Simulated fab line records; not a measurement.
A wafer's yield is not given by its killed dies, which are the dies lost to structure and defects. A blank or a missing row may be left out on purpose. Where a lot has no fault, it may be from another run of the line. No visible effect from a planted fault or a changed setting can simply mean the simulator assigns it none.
Matching of chambers ; flow n5 finfet ; N5_BEOL_M1_VIA_ETCH_34 on rie diel-05: 4 sister chambers
The step etches the open film in C4F6/O2, target depth 67.8 nm, time 64.4 s. 14 wafers are shown with their chamber, then 7 later ones without.

== WAFERS PAIRED WITH THEIR CHAMBERS ==
wafer;chamber;drypump motor current A (A);throttle valve pct (%);rf vpp V (V)
L076.1;1;5.76;30.4;686
L076.2;3;5.95;31.2;681
L076.6;0;5.51;31.0;666
L078.1;3;5.96;31.2;682
L078.2;1;5.77;30.4;685
L078.4;0;5.51;31.0;666
L079.1;0;5.50;31.0;667
L079.3;1;5.78;30.4;686
L079.6;3;5.97;31.2;680
L083.2;1;5.79;30.5;685
L083.3;2;5.34;31.2;663
L083.4;3;5.98;31.2;682
L088.1;3;5.98;31.2;679
L088.3;1;5.77;30.5;686

SIGNATURES, as means of the wafers listed above
reading;chamber 0;chamber 1;chamber 2;chamber 3;scatter within a chamber
drypump motor current A;5.5067;5.7740;5.3400;5.9680;0.0113
throttle valve pct;31.000;30.440;31.200;31.200;0.0346
rf vpp V;666.33;685.60;663.00;680.80;0.931
Rule: distance of a wafer from a chamber = root of the sum over the readings of ((wafer's reading minus chamber's mean) / reading's scatter) squared. The wafer belongs to the nearest chamber; if the next one is less than 2 further off, it can't be placed. How the scatter is found: for the shown wafers, subtract from each reading the mean of its chamber, square and add these, divide the total by (wafers less chambers), then take the root.

== WAFERS WITH NO CHAMBER GIVEN ==
wafer;drypump motor current A (A);throttle valve pct (%);rf vpp V (V)
L088.4;5.53;31.0;665
L093.1;5.95;31.2;679
L093.2;5.32;31.2;661
L093.5;5.52;31.1;667
L096.3;5.78;30.5;686
L096.5;5.33;31.2;661
L096.6;5.79;30.5;686

== EACH ONE'S CHAMBER ==
wafer;from the rows above;in truth
L088.4;0;0
L093.1;3;3
L093.2;2;2
L093.5;0;0
L096.3;1;1
L096.5;2;2
L096.6;1;1
7 of 7 placed correctly. From these rows, 0 cannot be placed. Wrongly placed: 0.
